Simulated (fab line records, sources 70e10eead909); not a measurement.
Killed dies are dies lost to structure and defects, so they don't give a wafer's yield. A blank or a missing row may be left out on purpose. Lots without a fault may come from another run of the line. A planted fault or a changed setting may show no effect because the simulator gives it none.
Problem report in the 8D (eight disciplines) form, filled by code | flow nand_harc | the parts of the form that need people (team, actions taken, sign-off) are left out

1. THE PROBLEM
sort_bin_2_pct at NHARC_END_SORT_01 reads a mean of 94.8 % on 3 wafers of 2 lots; wafers without a fault read 3.0 % with a standard deviation of 1.2. That is +77 standard deviations from the usual mean.
First seen on wafer L344.3, day 28 15:47, on prober-01. The record holds 6 wafers of 2 lots with a number at this step. Rule for "out", or "out of limits": more than 4 standard deviations from the usual mean. The other wafers with a number count as sound.

2. WHAT IT IS AND WHAT IT IS NOT
question                    | is                                                                                                                  | is not
which readings at this step | sort_bin_2_pct, defect_limited_yield, killed_at_array, killed_dies, sort_n_pass, sort_rim_yield_pct, sort_yield_pct | killed_at_other, killed_at_periphery, killed_open, killed_short, sort_bin_3_pct, sort_bin_4_pct
which lots                  | L344, L348                                                                                                          | -
which wafers of those lots  | L344.3, L344.4, L348.4                                                                                              | L344.5, L348.5, L348.6
read on which gauges        | prober-01                                                                                                           | -
when                        | from day 28 15:47                                                                                                   | up to then (0 sound wafers); but 3 sound wafers of L344, L348 came after

3. SUSPECTS, AND WHAT RULES EACH OUT
Counting: a tool at a process step up to the reading stays a suspect if it ran every lot that is out. Sound lots after the first of them don't rule it out here, since some wafers of a struck lot are sound.
- the gauge at NHARC_END_SORT_01: kept. All the wafers that are out were read on prober-01, and no step on other tools shows them out.
- pvd_sputter-01 at NHARC_A_M1_PVD_21 (deposits Cu, target thk 30 nm, time 20.49 s): kept. It ran every lot that is out, first L344 (day 27 05:10).
Left after counting: pvd_sputter-01 at NHARC_A_M1_PVD_21, prober-01 at NHARC_END_SORT_01.

4. THE CAUSE (what the simulator had put in)
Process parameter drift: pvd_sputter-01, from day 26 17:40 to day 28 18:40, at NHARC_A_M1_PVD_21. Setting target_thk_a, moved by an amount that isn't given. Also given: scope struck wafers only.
Counting left 2 suspects, and this tool is among them.

5. THE CHAIN OF EFFECTS, in route order
Each row: a reading whose mean over the struck wafers that have a number lies more than 3 standard deviations from the usual. Only readings for which the record gives a usual standard deviation are gone through. hours: the time from each lot's start at the first step in this table that gives one to its start at this step, as a median over the lots. sigmas: the change in usual standard deviations.
hours | step              | reading              | usual  | on struck wafers | change | sigmas
0     | NHARC_END_SORT_01 | defect_limited_yield | 91.6 % | 0.0              | -91.6  | -33
0     | NHARC_END_SORT_01 | killed_at_array      | 53     | 673              | +620   | +33
0     | NHARC_END_SORT_01 | killed_dies          | 57     | 677              | +620   | +33
0     | NHARC_END_SORT_01 | sort_bin_2_pct       | 3.0 %  | 94.8             | +91.8  | +77
0     | NHARC_END_SORT_01 | sort_n_pass          | 620    | 0                | -620   | -33
0     | NHARC_END_SORT_01 | sort_rim_yield_pct   | 90 %   | 0                | -90    | -19
0     | NHARC_END_SORT_01 | sort_yield_pct       | 91.6 % | 0.0              | -91.6  | -33

6. WHAT WOULD HAVE CAUGHT IT SOONER
In this record the first reading out of limits at a measuring or inspecting step was taken at day 28 15:47, 46 hours after the fault began at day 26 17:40.
Of the tool readings at NHARC_A_M1_PVD_21 for which the record gives a usual standard deviation, none was out on any struck wafer, so an alarm limit of 4 standard deviations on them would not have fired.
All the lots that are out (2) had begun NHARC_A_M1_PVD_21 on pvd_sputter-01 by day 28 15:47. A hold on the tool at that time would have spared none of them.
